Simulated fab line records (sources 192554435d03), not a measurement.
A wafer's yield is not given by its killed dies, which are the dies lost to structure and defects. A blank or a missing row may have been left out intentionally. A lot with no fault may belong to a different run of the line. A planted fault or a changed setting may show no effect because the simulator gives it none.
Split-lot experiment | flow n5Finfet | 21 wafers read across 7 lots, on a route 1938 steps long

== ABOUT THE SPLIT ==
At N5_MOL_CONTACT_COAG_EXPOSE_37 (exposes mask VD, defocus 0 nm), the setting doseMj was moved away from the recipe's 62 on 7 of the 21 wafers read, by -6.5% to +2.3%. This setting was run at the recipe's value on the other wafers.

== FROM THE SPLIT TO THE READING: what the file shows between them, 2 steps ==
- N5_MOL_CONTACT_COAG_PEB_38: peb time 60 s
- N5_MOL_CONTACT_COAG_DEVELOP_39: develop time 30 s

== THE READING ==
cdNm (nm) at N5_MOL_CONTACT_COAG_CD_MEAS_40, where the cd target is 25.1 nm. A value of 25.05 nm with a standard deviation of 0.22 nm is what fault-free wafers of this fab line usually give.

wafer  | tool, chamber at the split | doseMj as run | against the recipe | cdNm, nm | against lot-mates on the recipe
L079.1 | euvScanner-02, 0           | 63.45         | +2.3%              | 25.20    | +0.26
L079.5 | euvScanner-02, 0           | 63.45         | +2.3%              | 25.70    | +0.76
L079.6 | euvScanner-02, 0           | 62            | recipe             | 24.94    | -
L081.1 | euvScanner-01, 0           | 62            | recipe             | 24.92    | -
L081.2 | euvScanner-01, 0           | 62            | recipe             | 24.99    | -
L081.5 | euvScanner-01, 0           | 58.71         | -5.3%              | 24.14    | -0.81
L084.1 | euvScanner-02, 0           | 60.83         | -1.9%              | 24.84    | -0.39
L084.2 | euvScanner-02, 0           | 62            | recipe             | 25.20    | -
L084.4 | euvScanner-02, 0           | 62            | recipe             | 25.25    | -
L087.2 | euvScanner-02, 0           | 59.82         | -3.5%              | 24.59    | -0.25
L087.3 | euvScanner-02, 0           | 62            | recipe             | 24.84    | -
L087.4 | euvScanner-02, 0           | 59.82         | -3.5%              | 24.15    | -0.69
L091.2 | euvScanner-02, 0           | 57.99         | -6.5%              | 24.02    | -1.12
L091.3 | euvScanner-02, 0           | 62            | recipe             | 25.26    | -
L091.5 | euvScanner-02, 0           | 62            | recipe             | 25.02    | -
L093.2 | euvScanner-01, 0           | 62            | recipe             | 24.97    | -
L093.4 | euvScanner-01, 0           | 62            | recipe             | 25.43    | -
L093.6 | euvScanner-01, 0           | 62            | recipe             | 25.09    | -
L096.1 | euvScanner-02, 0           | 62            | recipe             | 25.09    | -
L096.2 | euvScanner-02, 0           | 62            | recipe             | 24.75    | -
L096.5 | euvScanner-02, 0           | 62            | recipe             | 25.03    | -

FIT RESULTS
A straight line over all 21 wafers: cdNm changes by +0.17 nm for each +1% of doseMj; r = +0.90; the points scatter about the line by 0.19 nm.
The same after taking each lot's own level away (the mean of its wafers on the recipe; 21 wafers): +0.168 nm for each +1%; r = +0.92; scatter 0.16 nm.
That fit puts the effect of the largest move of doseMj on the reading at 1.1 nm.
From 24.840 to 25.225 nm: that is the span of the lots' own levels, equal to 1.8 times the standard deviation above.
Consequently the slope shifts little with the lot-to-lot level, the two slopes agreeing.
Check: -1.03 nm against its lot-mates is what the line predicts for one of the wafers moved furthest among these (-6.5%) when that wafer is left out of the fit. Against them it came out at -1.12 nm.

== THE FILE'S OWN FIT ==
cdNm changes by +0.165 nm for each +1% of doseMj, r = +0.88.
